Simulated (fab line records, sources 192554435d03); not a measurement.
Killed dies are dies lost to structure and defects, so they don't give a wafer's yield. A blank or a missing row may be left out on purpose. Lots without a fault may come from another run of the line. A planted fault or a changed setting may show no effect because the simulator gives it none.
fab line records | flow n5_finfet | part 2 of 2: steps 23 to 27 of 27
record lots=5 wafers=15 last_day=17
route steps=1938 shown FIN_SAQP@151 FIN_CUT@154
lots that met no fault: from a run of the same line without faults
start_h: hours from the record's first day to the start of the lot's first wafer shown | wait_h: hours since the lot's step before | " the same as in the row above | L1.1+2: a row that stands for several wafers | - no value, or no start given | * or withheld: withheld | < > ~ a bound
route shown NAME@n: a module of which the file shows steps, and the number in the route of the first | usual: mean/standard deviation of fault-free wafers | same: alike in all rows | chamber/n: place in a boat | sites: the reading at each site | _std_site: their standard deviation | _edge_site: outer sites' mean less inner sites' | radius_mm: how far each site lies from the wafer's centre | mask NAME#n: copy n | behind: the tool/chamber that last shaped the wafer | hold: why the lot was held/for how many hours/how that ended | device: the transistor (n, p or np) that didn't switch | end of line: the same wafers' tests at the end of the route | a step without rows: its recipe alone | killed: dies lost to structure and defects at the first sort, not the wafer's yield | map: a wafer's dies, x killed, . not, _ none there
set.NAME: the setting as run; set.NAME@STEP: as run at that earlier step | model.NAME: the simulator's own value behind a step, which no gauge read
lots at some steps of the route; a table a step, a row a wafer
services: from which hour (start_h, from the record's first day; less than 0 if before it) a tool's chamber was out of use, for how many hours, and why
## steps
# step N5_FIN_CUT_CUT_ETCH_26
# recipe chemistry=CH3F/O2 target=SiNx target_depth_a=390 mask_material=SOC time_s=55.7 pressure_mtorr=30 source_w=395 bias_w=73 Ar_flow_sccm=150 CH3F_flow_sccm=30 O2_flow_sccm=20 ion_energy_ev=120
# usual bias_w=73.01/0.21 drypump_motor_current_A=5.8/0.54 oes_product_au=0.80/0.09 rf_vpp_V=298/5.6 showerhead_plenum_p_Torr=2.03/0.059 throttle_valve_pct=16.3/0.31
# columns lot.wafer tool chamber start_h wait_h bias_w drypump_motor_current_A oes_product_au rf_hours_counter_h rf_vpp_V showerhead_plenum_p_Torr throttle_valve_pct
L080.1 rie_diel-02 2 65.63 0.0 73.09 6.6 0.69 251 305 2.05 16.2
L080.5 " 0 " " 73.02 5.1 0.72 - 299 2.00 16.7
L080.6 " 1 " " 72.96 5.4 0.90 - 294 2.03 15.9
L083.1 rie_diel-04 3 82.82 0.0 72.88 5.7 0.71 221 297 2.04 16.1
L083.2 " 2 " " 73.13 5.7 0.76 122 306 2.10 16.7
L083.6 " 1 " " 72.77 6.3 0.76 - 304 2.08 16.0
L089.1 rie_diel-02 0 119.05 0.0 72.94 5.1 0.72 180 300 1.99 16.7
L089.3 " 2 " " 72.70 6.6 0.96 3 304 2.05 15.8
L089.5 " 1 " " 72.87 5.4 0.87 - 295 2.03 15.9
L093.2 rie_diel-04 3 145.13 0.0 73.03 5.7 0.71 239 295 2.04 16.1
L093.5 " 2 " " 73.24 5.7 0.75 - 306 2.09 16.7
L093.6 " 3 " " 72.78 5.8 0.71 - 297 2.04 16.1
L095.1 rie_diel-02 2 154.26 0.0 73.11 6.6 0.93 14 303 2.04 15.8
L095.3 " 1 " " 73.17 5.4 0.86 54 294 2.02 16.0
L095.6 " 3 " " 72.77 6.6 0.94 - 302 2.13 16.2
# step N5_FIN_CUT_CUT_ETCH_27
# recipe chemistry=CHF3/O2 target=SiO2 target_depth_a=40 mask_material=SOC overetch_a=20 time_s=4.9 pressure_mtorr=30 source_w=650 bias_w=170 Ar_flow_sccm=200 CHF3_flow_sccm=50 O2_flow_sccm=5 ion_energy_ev=200
# usual bias_w=170.0/0.44 drypump_motor_current_A=5.8/0.54 oes_product_au=0.63/0.068 rf_vpp_V=526/10 showerhead_plenum_p_Torr=2.45/0.068 throttle_valve_pct=18.8/0.32
# columns lot.wafer tool chamber start_h wait_h bias_w drypump_motor_current_A oes_product_au rf_hours_counter_h rf_vpp_V showerhead_plenum_p_Torr throttle_valve_pct
L080.1 rie_diel-02 2 65.67 0.0 170.4 6.6 0.55 251 537 2.47 18.7
L080.5 " 0 " " 170.3 5.1 0.58 - 529 2.41 19.2
L080.6 " 1 " " 170.1 5.4 0.71 - 521 2.45 18.4
L083.1 rie_diel-04 3 82.86 0.0 170.2 5.7 0.56 221 519 2.46 18.5
L083.2 " 2 " " 169.8 5.7 0.60 122 539 2.52 19.1
L083.6 " 1 " " 170.1 6.3 0.60 - 538 2.50 18.5
L089.1 rie_diel-02 0 119.10 0.0 169.4 5.2 0.57 180 529 2.40 19.2
L089.3 " 2 " " 169.3 6.6 0.75 3 537 2.47 18.3
L089.5 " 1 " " 169.3 5.4 0.68 - 522 2.44 18.4
L093.2 rie_diel-04 3 145.18 0.0 170.6 5.8 0.55 239 521 2.45 18.5
L093.5 " 2 " " 170.0 5.7 0.59 - 538 2.52 19.2
L093.6 " 3 " " 170.3 5.7 0.56 - 521 2.45 18.5
L095.1 rie_diel-02 2 154.30 0.0 170.6 6.6 0.73 14 538 2.46 18.3
L095.3 " 1 " " 170.1 5.4 0.67 54 520 2.44 18.4
L095.6 " 3 " " 169.7 6.6 0.73 - 530 2.56 18.7
# step N5_FIN_CUT_PRECLEAN_35
# recipe time_s=13.3 temp_c=45 pressure_torr=125 p_hf_torr=3 p_coreactant_torr=25 chemistry=vHF
# usual drypump_motor_current_A=5.9/0.35 temp_c=45.01/0.11
# columns lot.wafer tool chamber start_h wait_h drypump_motor_current_A temp_c
L080.1 vapor_etch-01 1 65.74 0.0 5.6 44.73
L080.5 " 0 " " 5.5 45.09
L080.6 " 1 " " 5.6 44.84
L083.1 vapor_etch-01 0 82.93 0.0 5.4 45.01
L083.2 " 1 " " 5.6 44.96
L083.6 " 0 " " 5.4 45.06
L089.1 vapor_etch-02 0 119.17 0.1 6.4 44.94
L089.3 " 1 " " 6.0 45.14
L089.5 " 0 " " 6.4 45.12
L093.2 vapor_etch-01 1 145.31 0.1 5.6 45.06
L093.5 " 0 " " 5.4 45.14
L093.6 " 1 " " 5.6 44.90
L095.1 vapor_etch-02 0 154.37 0.0 6.3 45.06
L095.3 " 0 " " 6.4 45.13
L095.6 " 0 " " 6.3 45.16
# step N5_FIN_CUT_CUT_ETCH_15
# recipe chemistry=HBr/Cl2/O2 target=Si target_depth_a=1000 bt_time_s=10 mask_material=SOC time_s=42.4 ion_energy_ev=* bias_w=* pressure_mtorr=10 icp_w=800 HBr_flow_sccm=150 Cl2_flow_sccm=80 O2_flow_sccm=12
# usual bias_w=* drypump_motor_current_A=6.0/0.44 oes_product_au=0.995/0.016 throttle_valve_pct=37.2/0.33
# columns lot.wafer tool chamber start_h wait_h bias_w drypump_motor_current_A oes_product_au rf_hours_counter_h throttle_valve_pct
L080.1 rie_si-02 3 65.82 0.1 * 6.5 0.997 109 36.9
L080.5 " 0 " " * 6.3 1.014 - 37.2
L080.6 " 3 " " * 6.4 0.983 - 36.9
L083.1 rie_si-02 3 83.01 0.1 * 6.5 0.992 109 36.9
L083.2 " 0 " " * 6.4 1.022 152 37.2
L083.6 " 1 " " * 6.2 0.974 - 36.9
L089.1 rie_si-05 1 119.25 0.1 * 5.7 0.981 128 37.1
L089.3 " 0 " " * 6.0 1.005 39 37.2
L089.5 " 3 " " * 6.0 0.999 - 36.9
L093.2 rie_si-02 0 145.39 0.1 * 6.4 1.006 153 37.2
L093.5 " 3 " " * 6.5 0.998 - 36.9
L093.6 " 1 " " * 6.2 0.977 - 36.9
L095.1 rie_si-02 3 154.45 0.1 * 6.5 0.991 110 36.9
L095.3 " 1 " " * 6.2 0.971 149 36.9
L095.6 " 3 " " * 6.5 0.994 - 36.9
# step N5_FIN_CUT_CUT_ETCH_28
# recipe chemistry=HBr/Cl2/O2 target=Si target_depth_a=60 mask_material=SOC time_s=2.4 ion_energy_ev=* bias_w=* pressure_mtorr=10 icp_w=800 HBr_flow_sccm=150 Cl2_flow_sccm=80 O2_flow_sccm=12
# usual bias_w=* drypump_motor_current_A=6.0/0.44 oes_product_au=0.994/0.016 throttle_valve_pct=37.2/0.33
# columns lot.wafer tool chamber start_h wait_h bias_w drypump_motor_current_A oes_product_au rf_hours_counter_h throttle_valve_pct
L080.1 rie_si-02 3 65.87 0.0 * 6.5 0.996 109 36.9
L080.5 " 0 " " * 6.4 1.015 - 37.2
L080.6 " 3 " " * 6.5 0.998 - 36.9
L083.1 rie_si-02 3 83.07 0.0 * 6.5 1.001 109 36.9
L083.2 " 0 " " * 6.3 1.013 152 37.2
L083.6 " 1 " " * 6.2 0.981 - 36.9
L089.1 rie_si-05 1 119.31 0.0 * 5.7 0.982 128 37.0
L089.3 " 0 " " * 6.0 1.007 39 37.2
L089.5 " 3 " " * 6.0 1.001 - 36.9
L093.2 rie_si-02 0 145.44 0.0 * 6.4 1.004 153 37.2
L093.5 " 3 " " * 6.5 0.991 - 36.9
L093.6 " 1 " " * 6.2 0.967 - 36.9
L095.1 rie_si-02 3 154.51 0.0 * 6.5 0.992 110 36.9
L095.3 " 1 " " * 6.2 0.963 149 36.9
L095.6 " 3 " " * 6.5 1.000 - 36.9
## services
# columns tool chamber start_h hours kind
euv_scanner-01 - 44.21 1.0 pm
rie_si-02 0 44.52 2.0 repair
rie_diel-02 3 58.62 - clean
rie_diel-02 3 58.62 - consumable_replace:focus_ring
rie_diel-02 3 58.62 - consumable_replace:showerhead
rie_diel-02 3 58.62 28.6 scheduled_down
rie_diel-02 3 58.62 28.6 vent_cycle
euv_scanner-01 - 73.22 0.4 repair
euv_scanner-01 0 75.22 - calibration
euv_scanner-02 0 79.86 - calibration
rie_diel-02 2 87.28 - clean
rie_diel-02 2 87.28 - consumable_replace:focus_ring
rie_diel-02 2 87.28 19.8 scheduled_down
rie_diel-02 2 87.28 19.8 vent_cycle
euv_scanner-02 - 91.99 1.0 pm
euv_scanner-02 - 98.57 12.0 pm
rie_si-02 0 99.99 3.4 repair
rie_si-02 3 103.74 15.8 repair
euv_scanner-01 - 110.57 1.0 pm
euv_scanner-02 - 120.62 6.2 pm
litho_track-05 - 124.73 - consumable_replace:filter
euv_scanner-01 - 132.34 4.6 pm
rie_si-02 2 143.07 15.9 repair
euv_scanner-02 - 145.65 4.6 pm
